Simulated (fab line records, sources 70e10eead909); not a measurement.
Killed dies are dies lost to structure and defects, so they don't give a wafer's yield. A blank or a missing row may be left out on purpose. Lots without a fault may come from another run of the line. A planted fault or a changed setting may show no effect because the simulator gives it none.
fab line records | flow nand_harc
record lots=11 wafers=33 last_day=33
route steps=1302 shown A_STAIRCASE@883 A_SGD_CUT@905 END@1302
lots that met no fault: from a run of the same line without faults
start_h: hours from the record's first day to the start of the lot's first wafer shown | wait_h: hours since the lot's step before | " the same as in the row above | L1.1+2: a row that stands for several wafers | - no value, or no start given | * or withheld: withheld | < > ~ a bound
route shown NAME@n: a module of which the file shows steps, and the number in the route of the first | usual: mean/standard deviation of fault-free wafers | same: alike in all rows | chamber/n: place in a boat | sites: the reading at each site | _std_site: their standard deviation | _edge_site: outer sites' mean less inner sites' | radius_mm: how far each site lies from the wafer's centre | mask NAME#n: copy n | behind: the tool/chamber that last shaped the wafer | hold: why the lot was held/for how many hours/how that ended | device: the transistor (n, p or np) that didn't switch | end of line: the same wafers' tests at the end of the route | a step without rows: its recipe alone | killed: dies lost to structure and defects at the first sort, not the wafer's yield | map: a wafer's dies, x killed, . not, _ none there
set.NAME: the setting as run; set.NAME@STEP: as run at that earlier step | model.NAME: the simulator's own value behind a step, which no gauge read
steps of the route over a sample of lots; a table a step, a row a wafer
services: from which hour (start_h, from the record's first day; less than 0 if before it) a tool's chamber was out of use, for how many hours, and why
## steps
# step NHARC_A_STAIRCASE_ETCHBACK_157
# recipe target_depth_a=900 over_etch_frac=0.3 time_s=167.14 ion_energy_ev=120 ch3f_flow_sccm=50 o2_flow_sccm=30 ar_flow_sccm=200 rf_w=500 bias_w=100 chemistry=CH3F/O2
# usual drypump_motor_current_A=5.8/0.44 mfc_ar_sccm=200.0/0.64 oes_product_au=0.96/0.03 rf_vpp_V=244.9/1.8 showerhead_plenum_p_Torr=2.50/0.11 throttle_valve_pct=20.663/0.0082
# columns lot.wafer tool chamber start_h wait_h drypump_motor_current_A mfc_ar_sccm oes_product_au rf_hours_counter_h rf_vpp_V showerhead_plenum_p_Torr throttle_valve_pct
L852.1 rie_diel-13 3 427.68 0.2 5.8 198.9 0.92 30 246.5 2.65 20.666
L852.3 " 1 " " 6.5 200.4 0.91 24 246.5 2.65 20.668
L852.5 " 3 " " 5.9 199.4 0.92 - 248.0 2.65 20.659
L853.3 rie_diel-04 3 445.21 0.2 6.2 200.0 1.00 27 246.8 2.62 20.657
L853.2 " 0 " " 5.5 201.6 0.97 26 245.0 2.48 20.665
L853.4 " 2 " " 5.6 199.6 1.01 28 243.1 2.37 20.666
L855.2 rie_diel-04 2 470.74 0.2 5.6 199.1 0.96 36 243.0 2.37 20.659
L855.5 " 3 " " 6.2 199.3 0.95 - 245.4 2.62 20.668
L855.6 " 0 " " 5.5 199.3 0.92 - 245.9 2.47 20.663
L856.2 rie_diel-13 1 470.78 0.2 6.5 199.6 0.95 37 246.2 2.65 20.657
L856.1 " 2 " " 5.4 199.6 0.93 43 242.3 2.35 20.664
L856.3 " 3 " " 5.8 200.3 0.96 47 248.0 2.64 20.668
L866.3 rie_diel-13 2 570.43 0.1 5.4 199.7 0.99 21 243.2 2.34 20.666
L866.1 " 3 " " 5.9 201.2 1.00 18 246.5 2.63 20.660
L866.2 " 0 " " 5.9 199.1 1.00 15 246.2 2.58 20.666
L865.3 rie_diel-04 2 581.85 0.1 5.6 198.7 1.01 12 242.0 2.36 20.662
L865.5 " 2 " " 5.5 198.6 1.02 - 244.1 2.36 20.668
L865.6 " 3 " " 6.2 200.7 1.01 - 245.0 2.61 20.672
L869.2 rie_diel-04 2 617.09 0.1 5.6 200.5 0.97 24 243.5 2.36 20.651
L869.6 " 1 " " 6.1 200.4 0.96 - 242.3 2.33 20.660
L869.5 " 2 " " 5.6 200.6 0.96 - 242.8 2.35 20.657
L870.3 rie_diel-13 0 618.31 0.2 5.9 200.2 0.95 30 246.7 2.58 20.645
L870.1 " 1 " " 6.5 200.4 0.94 30 246.6 2.63 20.665
L870.6 " 0 " " 5.9 200.0 0.96 - 245.9 2.58 20.666
L871.4 rie_diel-01 0 634.41 0.2 5.1 200.3 0.95 21 245.4 2.58 20.655
L871.3 " 3 " " 5.3 199.2 0.97 26 244.1 2.47 20.671
L871.5 " 0 " " 5.1 200.9 0.95 - 245.6 2.58 20.669
L872.1 rie_diel-04 2 634.75 0.2 5.5 199.0 0.95 28 241.0 2.35 20.651
L872.6 " 3 " " 6.2 198.8 0.95 - 246.4 2.61 20.656
L872.5 " 0 " " 5.5 200.6 0.96 - 244.3 2.45 20.670
L874.4 rie_diel-01 3 654.53 0.2 5.3 200.3 0.95 33 245.4 2.46 20.675
L874.3 " 0 " " 5.1 200.2 0.94 24 245.5 2.58 20.666
L874.6 " 3 " " 5.3 200.1 0.96 - 244.1 2.46 20.654
# step NHARC_A_SGD_CUT_ETCH_58
# recipe target_depth_a=390 over_etch_frac=0.3 time_s=65 ion_energy_ev=80 cf4_flow_sccm=150 ar_flow_sccm=0 rf_w=300 bias_w=100 chemistry=CF4
# usual drypump_motor_current_A=5.8/0.5 mfc_ar_sccm=0.005/0.0054 oes_product_au=1.001/0.016 rf_vpp_V=151.0/1.2 run_length_s=86.1/0.45 showerhead_plenum_p_Torr=1.76/0.073 throttle_valve_pct=13.283/0.0095
# columns lot.wafer tool chamber start_h wait_h drypump_motor_current_A mfc_ar_sccm oes_product_au rf_hours_counter_h rf_vpp_V run_length_s showerhead_plenum_p_Torr throttle_valve_pct
L852.3 rie_diel-11 0 429.63 0.1 6.8 0.017 1.025 16 149.8 86.0 1.66 13.280
L852.1 " 1 " " 6.0 0 1.005 14 153.0 85.5 1.87 13.280
L852.5 " 3 " " 6.4 0.005 0.970 - 151.8 86.5 1.79 13.301
L853.3 rie_diel-11 2 447.06 0.1 5.4 0.009 1.012 1 151.8 86.3 1.82 13.277
L853.2 " 0 " " 6.7 0.017 1.027 1 151.0 86.1 1.66 13.280
L853.4 " 3 " " 6.4 0.005 0.992 - 150.8 86.9 1.80 13.289
L855.2 rie_diel-11 2 472.63 0.1 5.4 0.009 1.009 3 151.0 86.1 1.82 13.275
L855.5 " 2 " " 5.4 0.009 1.001 - 152.4 86.2 1.82 13.273
L855.6 " 3 " " 6.4 0.005 0.987 - 152.2 86.5 1.79 13.307
L856.2 rie_diel-09 3 472.79 0.1 6.1 0 1.016 5 151.6 85.4 1.83 13.292
L856.1 " 1 " " 5.8 0 0.987 8 151.8 85.6 1.83 13.274
L856.3 " 2 " " 6.1 0 1.001 8 152.2 86.4 1.82 13.279
L866.3 rie_diel-09 2 572.35 0.1 6.1 0 0.991 4 150.5 86.7 1.82 13.278
L866.2 " 3 " " 6.1 0 1.014 3 152.1 85.6 1.83 13.294
L866.1 " 0 " " 6.2 0.009 0.991 3 151.3 124.5 1.73 13.284
L865.3 rie_diel-09 2 583.82 0.1 6.1 0 0.998 4 152.1 86.4 1.82 13.282
L865.5 " 2 " " 6.1 0 0.999 - 151.9 86.3 1.82 13.284
L865.6 " 3 " " 6.1 0 1.010 - 153.1 123.7 1.83 13.293
L869.2 rie_diel-11 0 619.00 0.1 6.8 0.017 0.978 0 149.8 85.6 1.66 13.283
L869.6 " 1 " " 6.0 0 0.991 - 151.1 85.3 1.86 13.275
L869.5 " 2 " " 5.4 0.009 0.985 - 151.8 86.2 1.82 13.299
L870.1 rie_diel-07 1 620.28 0.1 5.2 0.012 1.034 8 149.4 86.5 1.66 13.277
L870.3 " 3 " " 5.0 0 0.996 7 149.8 86.6 1.68 13.285
L870.6 " 2 " " 5.1 0.004 0.985 - 149.7 86.6 1.65 13.294
L871.3 rie_diel-11 3 636.25 0.1 6.4 0.005 1.021 1 150.2 86.8 1.79 13.278
L871.4 " 0 " " 6.7 0.017 0.995 2 150.1 85.9 1.66 13.273
L871.5 " 3 " " 6.4 0.005 1.011 - 152.3 86.5 1.79 13.288
L872.1 rie_diel-07 0 636.65 0.1 5.7 0 1.027 9 150.0 85.7 1.72 13.302
L872.6 " 0 " " 5.7 0 1.021 - 150.0 85.7 1.72 13.280
L872.5 " 1 " " 5.1 0.012 1.030 - 149.5 86.5 1.66 13.281
L874.3 rie_diel-09 0 656.42 0.1 6.2 0.009 0.980 7 151.3 86.1 1.73 13.274
L874.4 " 3 " " 6.1 0 1.025 7 150.7 85.7 1.83 13.279
L874.6 " 0 " " 6.2 0.009 0.977 - 151.2 85.7 1.73 13.283
# step NHARC_A_SGD_CUT_ETCH_59
# recipe target_depth_a=2600 over_etch_frac=0.25 time_s=406.25 ion_energy_ev=200 n2_flow_sccm=150 h2_flow_sccm=150 ar_flow_sccm=0 rf_w=400 bias_w=150 chemistry=N2/H2
# usual drypump_motor_current_A=5.8/0.49 mfc_ar_sccm=0.005/0.0054 oes_product_au=0.999/0.017 rf_vpp_V=430.3/2.7 run_length_s=427.4/0.47 showerhead_plenum_p_Torr=2.03/0.095 throttle_valve_pct=14.172/0.0098
# columns lot.wafer tool chamber start_h wait_h drypump_motor_current_A mfc_ar_sccm oes_product_au rf_hours_counter_h rf_vpp_V run_length_s showerhead_plenum_p_Torr throttle_valve_pct
L852.3 rie_diel-11 3 - - 6.4 0.005 0.976 16 431.7 427.8 2.07 14.186
L852.1 " 2 " " 5.4 0.009 0.997 12 432.4 427.7 2.11 14.169
L852.5 " 3 " " 6.4 0.005 0.968 - 432.5 427.9 2.07 14.172
L853.3 rie_diel-11 3 - - 6.4 0.005 0.999 1 431.1 427.9 2.07 14.169
L853.2 " 0 " " 6.8 0.017 1.030 1 427.3 427.2 1.91 14.172
L853.4 " 2 " " 5.4 0.009 1.013 - 432.3 427.8 2.11 14.174
L855.2 rie_diel-11 0 - - 6.8 0.017 1.016 4 426.6 427.2 1.91 14.160
L855.6 " 1 " " 6.0 0 0.991 - 434.4 426.5 2.17 14.177
L855.5 " 2 " " 5.4 0.009 1.002 - 432.0 427.6 2.11 14.165
L856.3 rie_diel-09 2 - - 6.1 0 0.997 9 432.1 427.6 2.10 14.176
L856.1 " 0 " " 6.2 0.009 1.001 8 428.1 427.4 1.99 14.177
L856.2 " 1 " " 5.8 0 0.997 8 432.5 427.7 2.12 14.183
L866.2 rie_diel-09 1 - - 5.8 0 0.973 4 433.8 426.9 2.12 14.180
L866.1 " 2 " " 6.1 0 1.000 4 431.8 427.8 2.10 14.168
L866.3 " 3 " " 6.1 0 1.005 3 432.0 427.2 2.12 14.182
L865.3 rie_diel-09 1 - - 5.8 0 0.995 4 432.5 427.4 2.12 14.165
L865.6 " 0 " " 6.2 0.009 0.973 - 429.8 427.2 1.99 14.165
L865.5 " 1 " " 5.8 0 0.994 - 431.9 427.6 2.12 14.201
L869.2 rie_diel-11 2 - - 5.4 0.009 0.967 0 433.0 427.4 2.11 14.178
L869.5 " 1 " " 6.0 0 0.998 - 434.2 426.9 2.16 14.170
L869.6 " 2 " " 5.4 0.009 0.976 - 432.9 427.6 2.11 14.168
L870.1 rie_diel-07 2 - - 5.1 0.004 0.977 8 426.8 427.8 1.88 14.178
L870.3 " 3 " " 5.1 0 0.986 7 427.4 428.1 1.93 14.170
L870.6 " 0 " " 5.7 0 1.018 - 430.1 426.8 1.98 14.170
L871.3 rie_diel-11 1 - - 6.0 0 1.002 2 432.6 426.8 2.16 14.186
L871.4 " 0 " " 6.8 0.017 0.983 2 427.4 426.9 1.90 14.165
L871.5 " 1 " " 6.0 0 1.006 - 432.8 427.0 2.16 14.174
L872.1 rie_diel-07 2 - - 5.1 0.004 0.974 9 425.8 427.8 1.88 14.185
L872.5 " 0 " " 5.7 0 1.020 - 428.7 426.9 1.98 14.177
L872.6 " 1 " " 5.1 0.012 1.031 - 427.5 427.7 1.90 14.166
L874.3 rie_diel-09 3 - - 6.1 0 1.023 7 434.6 426.9 2.12 14.170
L874.4 " 2 " " 6.1 0 0.987 7 432.0 427.8 2.10 14.180
L874.6 " 3 " " 6.1 0 1.029 - 432.5 426.8 2.12 14.181
# step NHARC_A_SGD_CUT_THK_MEAS_22
# recipe thk_meas_gauge=ellipsometry
# usual thk_nm=147.8/1.8
# columns lot.wafer tool chamber start_h wait_h thk_nm
L852.1 film_metro-01 - 437.04 0.2 149.3
L852.3 " - " " 149.3
L852.5 " - " " 150.3
L853.2 film_metro-01 - 453.51 0.2 148.7
L853.3 " - " " 146.2
L853.4 " - " " 148.1
L855.2 film_metro-02 - 478.57 0.2 144.5
L855.5 " - " " 145.6
L855.6 " - " " 151.9
L856.1 film_metro-01 - 478.58 0.2 146.3
L856.2 " - " " 148.5
L856.3 " - " " 150.1
L866.1 film_metro-01 - 578.26 0.2 148.9
L866.2 " - " " 146.6
L866.3 " - " " 145.8
L865.3 film_metro-02 - 593.78 0.2 149.2
L865.5 " - " " 151.9
L865.6 " - " " 149.1
L869.2 film_metro-01 - 625.03 0.2 144.8
L869.5 " - " " 146.2
L869.6 " - " " 147.0
L870.1 film_metro-01 - 625.18 0.2 149.4
L870.3 " - " " 145.6
L870.6 " - " " 148.5
L871.3 film_metro-02 - 642.17 0.2 146.3
L871.4 " - " " 147.5
L871.5 " - " " 150.2
L872.1 film_metro-01 - 642.33 0.2 146.9
L872.5 " - " " 149.1
L872.6 " - " " 149.1
L874.3 film_metro-02 - 662.66 0.2 148.5
L874.4 " - " " 149.7
L874.6 " - " " 148.5
# step NHARC_END_SORT_01
# recipe temp_c=25
# usual killed_at_array=56/20 killed_at_other=0.9/1.1 killed_at_periphery=3.7/3 killed_dies=61/21 killed_open=2.9/1.6 killed_short=2.6/1.4
# same gross_dies=677
# columns lot.wafer tool chamber start_h wait_h killed_at_array killed_at_other killed_at_periphery killed_dies killed_open killed_short
L866.1 prober-01 0 694.36 2.6 75 0 10 85 7 4
L866.2 prober-01 0 695.16 2.8 59 1 8 68 2 3
L866.3 prober-01 0 695.96 3.1 58 0 6 64 0 2
# killed by level:class
L866.1 A_SLIT:chamber_film_flake=33 A_CHANNEL_HOLE_D1:chamber_film_flake=27 P_GATE:chamber_film_flake=6 A_ONON_D2:geometric_particle:open=3 A_CHANNEL_HOLE_D2:chamber_film_flake=3 A_ONON_D2:geometric_particle:short=2 P_M0:geometric_particle:open=1 P_M2:geometric_particle:open=1
L866.2 A_SLIT:chamber_film_flake=27 A_CHANNEL_HOLE_D1:chamber_film_flake=17 A_CONTACT:chamber_film_flake=7 A_WL_FILL:chamber_film_flake=4 P_STI:chamber_film_flake=3 P_GATE:chamber_film_flake=3 A_ONON_D2:geometric_particle:short=2 P_GATE:geometric_particle:open=1
L866.3 A_SLIT:chamber_film_flake=26 A_CHANNEL_HOLE_D1:chamber_film_flake=19 A_CONTACT:chamber_film_flake=6 P_GATE:chamber_film_flake=4 A_WL_FILL:chamber_film_flake=2 A_DECK1_JOINT:geometric_particle:short=1 A_ONON_D2:geometric_particle:short=1 P_ZERO_WELL:chamber_film_flake=1
## services
# columns tool chamber start_h hours kind
rie_diel-09 3 409.04 43.8 repair
rie_diel-07 2 431.03 2.0 repair
rie_diel-11 - 432.50 9.0 pm
rie_diel-04 - 448.83 3.5 repair
rie_diel-09 0 460.73 4.1 repair
rie_diel-07 0 469.62 11.8 repair
rie_diel-07 - 471.20 9.0 pm
rie_diel-04 3 482.35 7.4 repair
rie_diel-11 0 492.37 12.4 repair
rie_diel-09 - 497.15 9.0 pm
rie_diel-07 - 499.80 0.5 repair
rie_diel-04 3 500.76 14.2 repair
rie_diel-04 2 501.11 10.8 repair
rie_diel-07 1 506.31 12.7 repair
rie_diel-13 - 519.07 9.0 pm
rie_diel-04 3 523.59 6.3 repair
rie_diel-04 - 533.65 9.0 pm
rie_diel-13 3 543.83 9.8 repair
rie_diel-09 3 556.58 8.5 repair
rie_diel-07 3 599.92 3.0 repair
rie_diel-11 - 609.50 9.0 pm
rie_diel-04 1 610.10 5.0 repair
rie_diel-13 2 615.96 3.5 repair
rie_diel-11 3 631.23 4.5 repair
## key
first_sign step=NHARC_A_SGD_CUT_ETCH_58 reading=run_length_s direction=up sigmas=84 usual=* struck=*
effect none on later readings
met_at NHARC_A_SGD_CUT_ETCH_58
struck_lots L865,L866
struck_wafers L865.6,L866.1
tester_left_out L865,L866
not_acting_at NHARC_A_STAIRCASE_ETCHBACK_157,NHARC_A_SGD_CUT_ETCH_59,NHARC_A_SGD_CUT_THK_MEAS_22
onset_between 472.79 572.35
fault kind=process_parameter_drift tool=rie_diel-09 chamber=- onset_h=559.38 steps=NHARC_A_SGD_CUT_ETCH_58 channel=time_s offset=* shape=step end_h=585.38 scope=struck_wafers_only acts_in=* stated=*
# tester_left_out: of these lots the tester's yield and bins aren't shown, on N5 and GAA mostly nor the transistor test; their killed dies are dies lost to structure and defects alone, not to doping, threshold or leakage, so they don't give the yield
